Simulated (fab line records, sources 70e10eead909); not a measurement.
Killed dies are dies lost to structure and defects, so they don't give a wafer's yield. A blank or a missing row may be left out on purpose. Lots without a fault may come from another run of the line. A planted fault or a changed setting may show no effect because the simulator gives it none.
fab line records | flow nand_harc
record lots=11 wafers=33 last_day=33
route steps=1302 shown A_ZERO_WELL@403 A_CHANNEL_HOLE_D1@450 END@1302
lots that met no fault: from a run of the same line without faults
start_h: hours from the record's first day to the start of the lot's first wafer shown | wait_h: hours since the lot's step before | " the same as in the row above | L1.1+2: a row that stands for several wafers | - no value, or no start given | * or withheld: withheld | < > ~ a bound
route shown NAME@n: a module of which the file shows steps, and the number in the route of the first | usual: mean/standard deviation of fault-free wafers | same: alike in all rows | chamber/n: place in a boat | sites: the reading at each site | _std_site: their standard deviation | _edge_site: outer sites' mean less inner sites' | radius_mm: how far each site lies from the wafer's centre | mask NAME#n: copy n | behind: the tool/chamber that last shaped the wafer | hold: why the lot was held/for how many hours/how that ended | device: the transistor (n, p or np) that didn't switch | end of line: the same wafers' tests at the end of the route | a step without rows: its recipe alone | killed: dies lost to structure and defects at the first sort, not the wafer's yield | map: a wafer's dies, x killed, . not, _ none there
set.NAME: the setting as run; set.NAME@STEP: as run at that earlier step | model.NAME: the simulator's own value behind a step, which no gauge read
steps of the route over a sample of lots; a table a step, a row a wafer
services: from which hour (start_h, from the record's first day; less than 0 if before it) a tool's chamber was out of use, for how many hours, and why
## steps
# step NHARC_A_ZERO_WELL_DESCUM_12
# recipe time_s=3 o2_flow_sccm=200 ar_flow_sccm=0 bias_power_w=0 chemistry=O2
# usual drypump_motor_current_A=5.7/0.32 oes_product_au=0.999/0.013 rf_vpp_V=57.9/0.93 showerhead_plenum_p_Torr=1.92/0.089 throttle_valve_pct=11.312/0.0096
# columns lot.wafer tool chamber start_h wait_h drypump_motor_current_A oes_product_au rf_hours_counter_h rf_vpp_V showerhead_plenum_p_Torr throttle_valve_pct
L301.2 rie_diel-10 2 145.35 - 5.9 0.985 2 57.8 1.84 11.307
L301.1 " 3 " " 6.0 1.008 2 58.9 1.87 11.322
L301.6 " 0 " " 5.8 1.002 - 59.1 2.01 11.307
L306.1 rie_diel-10 3 185.90 - 6.0 1.002 3 57.3 1.87 11.307
L306.2 " 2 " " 5.9 0.985 3 57.7 1.84 11.314
L306.5 " 3 " " 6.1 1.019 - 58.7 1.87 11.321
L308.1 rie_diel-10 1 203.37 - 5.8 1.002 3 59.7 2.07 11.308
L308.3 " 2 " " 5.9 0.976 3 58.0 1.84 11.312
L308.6 " 2 " " 5.9 0.971 - 58.1 1.84 11.299
L311.3 rie_diel-04 1 241.02 - 5.2 0.985 9 55.9 1.82 11.328
L311.6 " 1 " " 5.2 1.002 - 58.1 1.82 11.318
L311.5 " 2 " " 5.7 0.994 - 58.2 1.91 11.312
L313.3 rie_diel-10 0 261.89 - 5.8 0.986 0 57.7 2.00 11.315
L313.2 " 2 " " 5.9 1.008 0 56.2 1.84 11.295
L313.6 " 0 " " 5.8 0.988 - 58.6 2.01 11.319
L318.2 rie_diel-13 1 309.25 - 4.8 0.987 55 57.2 1.87 11.313
L318.3 " 3 " " 5.3 0.991 47 56.0 1.76 11.312
L318.6 " 0 " " 6.5 1.003 - 57.8 1.88 11.297
L320.2 rie_diel-04 3 324.28 - 5.7 1.003 26 57.6 1.91 11.306
L320.3 " 0 " " 5.5 1.022 26 59.2 1.87 11.294
L320.5 " 1 " " 5.2 0.991 - 59.5 1.81 11.323
L321.3 rie_diel-04 2 338.63 - 5.7 1.009 25 57.1 1.90 11.297
L321.1 " 3 " " 5.7 1.006 29 57.2 1.91 11.331
L321.6 " 0 " " 5.5 1.025 - 58.9 1.87 11.333
L322.1 rie_diel-10 2 349.77 - 5.9 1.007 5 59.0 1.84 11.329
L322.4 " 0 " " 5.8 0.987 4 58.2 2.00 11.319
L322.5 " 1 " " 5.8 1.004 - 59.7 2.07 11.308
L323.1 rie_diel-10 1 353.94 - 5.8 1.001 5 59.5 2.07 11.323
L323.4 " 2 " " 5.9 1.024 5 57.0 1.84 11.305
L323.3 " 0 " " 5.8 0.983 4 56.8 2.00 11.320
L324.4 rie_diel-10 1 369.83 - 5.8 0.998 5 59.7 2.07 11.321
L324.2 " 0 " " 5.8 0.978 5 57.3 2.00 11.310
L324.5 " 2 " " 5.9 1.001 - 57.4 1.84 11.314
# step NHARC_A_CHANNEL_HOLE_D1_DEP_00
# recipe target_thk_a=31000 temp_c=400 material=aC
# usual susceptor_temp_C=399.99/0.23 throttle_valve_pct=35.000/0.0095
# columns lot.wafer tool chamber start_h wait_h susceptor_temp_C throttle_valve_pct
L301.1 acl_dep-03 0 186.98 1.7 - 34.996
L301.2 " 0 " " - 35.011
L301.6 " 0 188.56 3.3 - 34.997
L306.1 acl_dep-03 0 220.26 1.7 399.80 34.991
L306.2 " 0 " " 400.19 35.001
L306.5 " 0 " " 400.39 35.001
L308.1 acl_dep-03 0 242.32 0.2 - 34.992
L308.3 " 0 " " - 34.997
L308.6 " 0 " " - 35.007
L311.3 acl_dep-03 0 280.54 1.5 399.82 34.997
L311.5 " 0 " " 399.63 35.002
L311.6 " 0 " " 399.95 34.989
L313.2 acl_dep-01 0 299.04 1.9 399.88 35.011
L313.3 " 0 " " 400.04 35.031
L313.6 " 0 " " 399.76 34.997
L318.2 acl_dep-02 0 348.73 3.6 - 35.000
L318.3 " 0 " " - 34.992
L318.6 " 0 " " - 35.006
L320.2 acl_dep-01 0 359.72 0.6 - 34.984
L320.3 " 0 " " - 34.992
L320.5 " 0 " " - 35.006
L321.1 acl_dep-02 0 377.10 2.3 399.59 35.005
L321.3 " 0 " " 399.72 34.990
L321.6 " 0 " " 399.64 35.001
L322.1 acl_dep-01 0 385.71 1.3 399.97 34.997
L322.4 " 0 " " 400.19 34.997
L322.5 " 0 " " 399.93 35.008
L323.1 acl_dep-02 0 393.83 3.5 399.82 34.993
L323.3 " 0 " " 399.92 35.018
L323.4 " 0 " " 399.92 34.991
L324.2 acl_dep-01 0 411.40 3.5 399.51 35.001
L324.4 " 0 " " 399.89 34.991
L324.5 " 0 " " 400.12 34.999
# step NHARC_A_CHANNEL_HOLE_D1_DEP_01
# recipe target_thk_a=1400 target_thk_nm=140 temp_c=400 pressure_torr=3.5 flow_sccm=200 rf_w=350 material=SiON
# usual heater_power_w=675/80 susceptor_temp_C=399.99/0.2
# columns lot.wafer tool chamber start_h wait_h heater_power_w susceptor_temp_C
L301.1 pecvd-01 0 188.93 1.6 646 399.61
L301.2 " 1 " " 756 400.01
L301.6 " 2 " " 645 399.66
L306.2 pecvd-01 1 222.21 1.3 770 399.94
L306.1 " 2 " " 660 400.07
L306.5 " 0 " " 662 399.78
L308.1 pecvd-01 0 244.23 1.6 621 399.91
L308.3 " 2 " " 645 399.85
L308.6 " 0 " " 631 400.20
L311.3 pecvd-01 0 281.96 1.1 711 400.02
L311.6 " 1 " " 692 400.28
L311.5 " 0 " " 699 400.12
L313.3 pecvd-01 1 300.66 1.0 756 399.96
L313.2 " 0 " " 603 400.46
L313.6 " 1 " " 763 399.96
L318.2 pecvd-02 0 350.37 1.3 708 400.16
L318.3 " 0 " " 728 399.90
L318.6 " 1 " " 614 399.97
L320.2 pecvd-02 1 361.32 1.3 682 399.93
L320.3 " 2 " " 581 399.97
L320.5 " 1 " " 703 400.21
L321.1 pecvd-01 0 379.09 1.7 644 400.30
L321.3 " 1 " " 676 399.84
L321.6 " 0 " " 664 400.23
L322.1 pecvd-04 1 387.67 1.6 737 399.94
L322.4 " 0 " " 820 400.16
L322.5 " 1 " " 727 399.80
L323.1 pecvd-02 1 395.82 1.7 661 400.39
L323.3 " 2 " " 522 399.68
L323.4 " 2 " " 527 399.96
L324.2 pecvd-01 2 413.00 1.3 588 399.91
L324.4 " 2 " " 587 399.95
L324.5 " 1 " " 798 399.91
# step NHARC_A_CHANNEL_HOLE_D1_INSPECT_12
# usual raw_defect_count=5.3/2.8
# columns lot.wafer tool chamber start_h wait_h raw_defect_count
L301.1 defect_inspect-02 - 189.74 0.0 3
L301.2 " - " " 1
L301.6 " - " " 3
L306.1 defect_inspect-02 - 223.03 0.0 1
L306.2 " - " " 4
L306.5 " - " " 4
L308.1 defect_inspect-01 - 245.08 0.0 8
L308.3 " - " " 5
L308.6 " - " " 5
L311.3 defect_inspect-01 - 282.76 0.0 887
L311.5 " - " " 918
L311.6 " - " " 919
L313.2 defect_inspect-02 - 301.51 0.0 904
L313.3 " - " " 885
L313.6 " - " " 914
L318.2 defect_inspect-02 - 351.26 0.0 2
L318.3 " - " " 3
L318.6 " - " " 7
L320.2 defect_inspect-02 - 362.16 0.0 8
L320.3 " - " " 1
L320.5 " - " " 2
L321.1 defect_inspect-02 - 379.94 0.0 6
L321.3 " - " " 7
L321.6 " - " " 5
L322.1 defect_inspect-02 - 388.37 0.0 5
L322.4 " - " " 7
L322.5 " - " " 4
L323.1 defect_inspect-02 - 396.67 0.0 3
L323.3 " - " " 4
L323.4 " - " " 3
L324.2 defect_inspect-01 - 413.73 0.0 4
L324.4 " - " " 5
L324.5 " - " " 4
# step NHARC_A_CHANNEL_HOLE_D1_CD_MEAS_18
# usual cd_nm=98.9/2
# columns lot.wafer tool chamber start_h wait_h cd_nm
L301.1 cd_sem-03 - 190.91 - 94.5
L301.2 " - " " 97.0
L301.6 " - " " 96.1
L306.1 cd_sem-02 - 224.45 - 101.2
L306.2 " - " " 95.7
L306.5 " - " " 98.4
L308.1 cd_sem-02 - 246.25 - 100.2
L308.3 " - " " 97.9
L308.6 " - " " 95.0
L311.3 cd_sem-03 - 284.53 - 96.6
L311.5 " - " " 102.3
L311.6 " - " " 96.2
L313.2 cd_sem-02 - 302.89 - 102.1
L313.3 " - " " 101.0
L313.6 " - " " 99.0
L318.2 cd_sem-02 - 352.45 - 96.8
L318.3 " - " " 95.7
L318.6 " - " " 101.6
L320.2 cd_sem-01 - 363.78 - 97.9
L320.3 " - " " 101.3
L320.5 " - " " 99.1
L321.1 cd_sem-01 - 381.11 - 100.0
L321.3 " - " " 94.5
L321.6 " - " " 99.9
L322.1 cd_sem-02 - 389.53 - 97.8
L322.4 " - " " 96.0
L322.5 " - " " 97.0
L323.1 cd_sem-02 - 398.54 - 99.6
L323.3 " - " " 98.2
L323.4 " - " " 97.7
L324.2 cd_sem-02 - 414.90 - 101.0
L324.4 " - " " 97.2
L324.5 " - " " 98.2
# step NHARC_A_CHANNEL_HOLE_D1_INSPECT_40
# usual raw_defect_count=75/25
# columns lot.wafer tool chamber start_h wait_h raw_defect_count
L301.1 defect_inspect-01 - 197.28 - 126
L301.2 " - " " 107
L301.6 " - " " 110
L306.1 defect_inspect-02 - 231.22 - 83
L306.2 " - " " 118
L306.5 " - " " 99
L308.1 defect_inspect-01 - 252.06 - 95
L308.3 " - " " 99
L308.6 " - " " 85
L311.3 defect_inspect-02 - 293.23 - 964
L311.5 " - " " 1020
L311.6 " - " " 945
L313.2 defect_inspect-02 - 310.65 - 969
L313.3 " - " " 981
L313.6 " - " " 980
L318.2 defect_inspect-02 - 358.24 - 93
L318.3 " - " " 97
L318.6 " - " " 87
L320.2 defect_inspect-02 - 372.01 - 60
L320.3 " - " " 58
L320.5 " - " " 73
L321.1 defect_inspect-02 - 387.97 - 68
L321.3 " - " " 89
L321.6 " - " " 65
L322.1 defect_inspect-02 - 400.45 - 83
L322.4 " - " " 103
L322.5 " - " " 74
L323.1 defect_inspect-02 - 405.26 - 69
L323.3 " - " " 59
L323.4 " - " " 65
L324.2 defect_inspect-02 - 422.66 - 80
L324.4 " - " " 83
L324.5 " - " " 79
# step NHARC_END_SORT_01
# recipe temp_c=25
# usual killed_at_array=55/20 killed_at_other=0.7/0.96 killed_at_periphery=4.1/2.4 killed_dies=60/20 killed_open=3.3/1.9 killed_short=2.8/1.6
# same gross_dies=677
# columns lot.wafer tool chamber start_h wait_h killed_at_array killed_at_other killed_at_periphery killed_dies killed_open killed_short
L311.3 prober-02 0 656.20 3.1 133 0 6 139 4 3
L311.5 prober-02 0 657.81 3.7 140 0 5 145 5 1
L311.6 prober-02 0 658.62 4.0 98 0 11 109 3 2
L313.2 prober-01 0 690.93 2.8 147 1 5 153 2 1
L313.3 prober-01 0 691.73 3.1 110 1 8 119 2 3
L313.6 prober-01 0 694.14 4.0 107 3 9 119 2 3
# killed by level:class
L311.3 A_CHANNEL_HOLE_D1:unspecified=97 A_SLIT:chamber_film_flake=22 A_CONTACT:chamber_film_flake=4 A_CHANNEL_HOLE_D2:chamber_film_flake=3 P_M2:chamber_film_flake=2 P_BONDPAD:chamber_film_flake=2 P_STI:geometric_particle:open=1 P_CONTACT:geometric_particle:open=1
L311.5 A_CHANNEL_HOLE_D1:unspecified=94 A_SLIT:chamber_film_flake=29 A_CONTACT:chamber_film_flake=4 A_DECK1_JOINT:chamber_film_flake=3 A_CHANNEL_HOLE_D1:chamber_film_flake=2 P_GATE:geometric_particle:open=1 P_CONTACT:geometric_particle:open=1 A_CHANNEL_FILL_D1:geometric_particle:short=1
L311.6 A_CHANNEL_HOLE_D1:unspecified=55 A_SLIT:chamber_film_flake=28 P_M2:chamber_film_flake=6 A_CHANNEL_HOLE_D1:chamber_film_flake=4 A_CHANNEL_FILL_D1:geometric_particle:open=2 A_CONTACT:chamber_film_flake=2 A_DECK1_JOINT:chamber_film_flake=2 A_CHANNEL_HOLE_D2:chamber_film_flake=2
L313.2 A_CHANNEL_HOLE_D1:unspecified=95 A_CHANNEL_HOLE_D1:chamber_film_flake=24 A_CONTACT:chamber_film_flake=9 A_SLIT:chamber_film_flake=6 A_WL_FILL:chamber_film_flake=5 P_GATE:chamber_film_flake=4 A_CHANNEL_HOLE_D2:chamber_film_flake=2 A_CHANNEL_FILL_D1:geometric_particle:open=1
L313.3 A_CHANNEL_HOLE_D1:unspecified=58 A_CHANNEL_HOLE_D1:chamber_film_flake=34 A_CONTACT:chamber_film_flake=7 P_GATE:chamber_film_flake=3 P_CONTACT:chamber_film_flake=3 A_CHANNEL_HOLE_D2:chamber_film_flake=3 A_WL_FILL:chamber_film_flake=3 P_CONTACT:geometric_particle:short=1
L313.6 A_CHANNEL_HOLE_D1:unspecified=49 A_CHANNEL_HOLE_D1:chamber_film_flake=29 A_CONTACT:chamber_film_flake=10 P_CONTACT:chamber_film_flake=5 A_SLIT:chamber_film_flake=5 A_CHANNEL_HOLE_D2:chamber_film_flake=3 A_WL_FILL:chamber_film_flake=3 THIN_TSV:chamber_film_flake=3
## services
# columns tool chamber start_h hours kind
rie_diel-10 0 125.93 3.5 repair
rie_diel-10 - 127.02 13.3 repair
pecvd-01 - 130.08 13.0 pm
rie_diel-10 2 160.15 16.9 repair
rie_diel-04 1 160.64 27.4 repair
pecvd-02 - 176.27 1.7 repair
rie_diel-04 - 177.92 9.0 pm
acl_dep-01 - 186.24 13.0 pm
pecvd-01 - 202.01 5.5 repair
rie_diel-10 0 204.64 2.4 repair
pecvd-02 - 210.41 5.7 repair
rie_diel-04 2 222.96 7.9 repair
pecvd-02 - 227.34 13.0 pm
acl_dep-02 - 242.16 13.0 pm
rie_diel-10 - 242.59 9.0 pm
pecvd-01 2 267.80 19.9 repair
acl_dep-03 - 301.65 13.0 pm
pecvd-01 - 311.08 13.0 pm
rie_diel-04 - 311.62 0.4 repair
rie_diel-10 0 312.85 10.2 repair
rie_diel-04 2 319.12 6.4 repair
pecvd-01 0 348.03 4.4 repair
acl_dep-01 - 367.24 13.0 pm
rie_diel-10 - 406.16 0.1 repair
## key
first_sign step=NHARC_A_CHANNEL_HOLE_D1_INSPECT_12 reading=raw_defect_count direction=up sigmas=99+ usual=5.3 struck=904.5
effect step=NHARC_A_CHANNEL_HOLE_D1_INSPECT_40 reading=raw_defect_count direction=up sigmas=35 usual=75 struck=976
effect step=NHARC_END_SORT_01 reading=killed_dies direction=up sigmas=3.6 usual=60 struck=131
more_kills_born_at NHARC_A_CHANNEL_HOLE_D1_DEP_01@pecvd-01=448
met_at NHARC_A_CHANNEL_HOLE_D1_DEP_01
struck_lots L311,L313
tester_left_out L311,L313
not_acting_at NHARC_A_ZERO_WELL_DESCUM_12,NHARC_A_CHANNEL_HOLE_D1_DEP_00,NHARC_A_CHANNEL_HOLE_D1_CD_MEAS_18
onset_between 244.23 281.96
fault kind=chamber_particle_source tool=pecvd-01 chamber=- onset_h=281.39 steps=NHARC_A_CHANNEL_HOLE_D1_DEP_01 rate_per_visit_cm2=1.3865 end_h=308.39
# tester_left_out: of these lots the tester's yield and bins aren't shown, on N5 and GAA mostly nor the transistor test; their killed dies are dies lost to structure and defects alone, not to doping, threshold or leakage, so they don't give the yield
